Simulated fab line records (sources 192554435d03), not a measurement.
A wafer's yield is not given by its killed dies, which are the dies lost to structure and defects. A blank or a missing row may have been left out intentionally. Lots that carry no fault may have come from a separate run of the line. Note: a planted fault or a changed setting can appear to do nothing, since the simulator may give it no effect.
Chamber matching ; flow n5_finfet ; N5_HKMG_FIN_ETCH_54 on rie_diel-01: 4 sister chambers
The step etches SiARC in CF4, target depth 45.5 nm, time 75.8 s. 4 wafers are shown with their chamber, then 7 later ones without.

WAFERS, EACH WITH ITS CHAMBER
wafer;chamber;showerhead_plenum_p_Torr (Torr)
L087.2;3;2.13
L089.5;0;2.26
L094.1;1;2.12
L094.3;2;2.13

WAFERS WITH NO CHAMBER GIVEN
wafer;showerhead_plenum_p_Torr (Torr)
L094.4;2.12
L095.1;2.12
L095.3;2.26
L095.6;2.12
L096.1;2.13
L096.5;2.11
L096.6;2.13

CHAMBER TAKEN BY EACH
wafer;from the rows above;in truth
L094.4;1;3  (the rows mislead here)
L095.1;1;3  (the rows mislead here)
L095.3;0;0
L095.6;1;1
L096.1;can't be placed: 2 or 3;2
L096.5;1;1
L096.6;can't be placed: 2 or 3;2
Placed correctly: 3 of 7. From these rows, 2 cannot be placed; in 2 the true chamber is one of the candidates. Wrongly placed: 2.
How it was worked out, from the rows above alone: a wafer's distance from a chamber is the root of the sum, over the readings, of the square of ((its reading less the chamber's mean) divided by the reading's scatter). If the next closest chamber is less than 2 further off than the closest, the wafer can't be placed; otherwise it belongs to the closest. A chamber's mean is the mean of its shown wafers. The scatter (one wafer shown for each chamber): square how far every hidden wafer sits from the nearest shown wafer, average those squares and take the square root.
